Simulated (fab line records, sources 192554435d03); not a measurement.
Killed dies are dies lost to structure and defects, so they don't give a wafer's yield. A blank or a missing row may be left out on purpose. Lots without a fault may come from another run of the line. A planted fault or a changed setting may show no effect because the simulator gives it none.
Split-lot experiment | flow n5_finfet | 7 lots, 21 wafers read, on a route of 1938 steps

THE SPLIT
At N5_BEOL_M2_ALD_98 (deposits SiO2, target thk 2.5 nm, pulse time 1 s, co reactant pulse time 1 s), the setting ald_cycles was moved away from the recipe's 17 on 9 of the 21 wafers read, by -17.6% to +11.8%. The other wafers ran this setting at the recipe's value.

The reading is taken at the split's own step.

THE READING
SiO2_of_BEOL_M2_ALD_98.thk_nm (the simulator's own value, which no gauge read), in nm, at N5_BEOL_M2_ALD_98 (deposits SiO2, target thk 2.5 nm, pulse time 1 s, co reactant pulse time 1 s). The file gives no usual value for it. The 12 wafers here that ran the recipe average 2.5 nm, standard deviation 0.094 nm.

wafer  | tool, chamber at the split | ald_cycles as run | against the recipe | SiO2_of_BEOL_M2_ALD_98.thk_nm, nm | against lot-mates on the recipe
L074.1 | ald_sin-02, 0              | 17                | recipe             | 2.4                               | -
L074.3 | ald_sin-02, 1,3            | 15                | -11.8%             | 2.2                               | -0.2
L074.6 | ald_sin-02, 1,3            | 15                | -11.8%             | 2.2                               | -0.2
L080.1 | ald_sin-03, 3              | 14                | -17.6%             | 2                                 | -0.6
L080.6 | ald_sin-03, 3              | 14                | -17.6%             | 2                                 | -0.6
L080.2 | ald_sin-03, 2              | 17                | recipe             | 2.6                               | -
L087.2 | ald_sin-02, 2              | 17                | recipe             | 2.4                               | -
L087.4 | ald_sin-02, 0              | 16                | -5.9%              | 2.4                               | -0.1
L087.5 | ald_sin-02, 3              | 17                | recipe             | 2.6                               | -
L088.2 | ald_sin-01, 2              | 15                | -11.8%             | 2.2                               | -0.3
L088.5 | ald_sin-01, 3              | 17                | recipe             | 2.6                               | -
L088.6 | ald_sin-01, 0              | 17                | recipe             | 2.4                               | -
L090.1 | ald_sin-01, 3,2,3          | 17                | recipe             | 2.6                               | -
L090.3 | ald_sin-01, 3,2,3          | 17                | recipe             | 2.6                               | -
L090.6 | ald_sin-01, 3,2,3          | 17                | recipe             | 2.6                               | -
L095.3 | ald_sin-02, 3,1            | 19                | +11.8%             | 2.8                               | +0.2
L095.6 | ald_sin-02, 3,1            | 19                | +11.8%             | 2.8                               | +0.2
L095.4 | ald_sin-02, 1              | 17                | recipe             | 2.6                               | -
L093.1 | ald_sin-01, 3              | 17                | recipe             | 2.6                               | -
L093.4 | ald_sin-01, 0              | 14                | -17.6%             | 2                                 | -0.5
L093.6 | ald_sin-01, 2              | 17                | recipe             | 2.4                               | -
Where a row lists several chambers, the file gives one row for several wafers and doesn't say which wafer went through which chamber.

THE FIT
A straight line over all 21 wafers: SiO2_of_BEOL_M2_ALD_98.thk_nm changes by +0.0279 nm for each +1% of ald_cycles; r = +0.95; the points scatter about the line by 0.079 nm.
The same after taking each lot's own level away (the mean of its wafers on the recipe; 21 wafers): +0.0256 nm for each +1%; r = +0.93; scatter 0.088 nm.
On that fit, the largest move of ald_cycles shifts the reading by 0.45 nm.
The lots' own levels span 2.40 to 2.60 nm, that is 2.1 times the standard deviation above.
So the lot-to-lot level changes the slope little: the two slopes agree.
Check: with one of the wafers moved furthest among these (-17.6%) left out of the fit, the line predicts -0.434 nm for it against its lot-mates. It came out at -0.6 nm against them.

OTHER SPLITS ON THESE WAFERS
These wafers also went through other splits before the reading. Each is held against what the fit with the lots' levels taken away leaves over:
other split on the same wafers            | wafers away from the commonest value | r with SiO2_of_BEOL_M2_ALD_98.thk_nm (lot level and that fit taken away)
N5_BEOL_M0_SAQP_SPACER1_ALD_98 temp_c     | 7                                    | +0.22
N5_BEOL_M0_SAQP_ETCH_106 target_depth_a   | 8                                    | +0.02
N5_BEOL_M0_ETCH_138 bias_w                | 5                                    | +0.21
N5_BEOL_M0_TRENCH_ETCH_107 target_depth_a | 4                                    | +0.40
N5_BEOL_M1_ETCH_64 source_w               | 7                                    | +0.02
N5_BEOL_M2_ILD_DEP_00 time_s              | 9                                    | +0.10

THE FILE'S OWN FIT
SiO2_of_BEOL_M2_ALD_98.thk_nm changes by +0.0263 nm for each +1% of ald_cycles, r = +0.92.
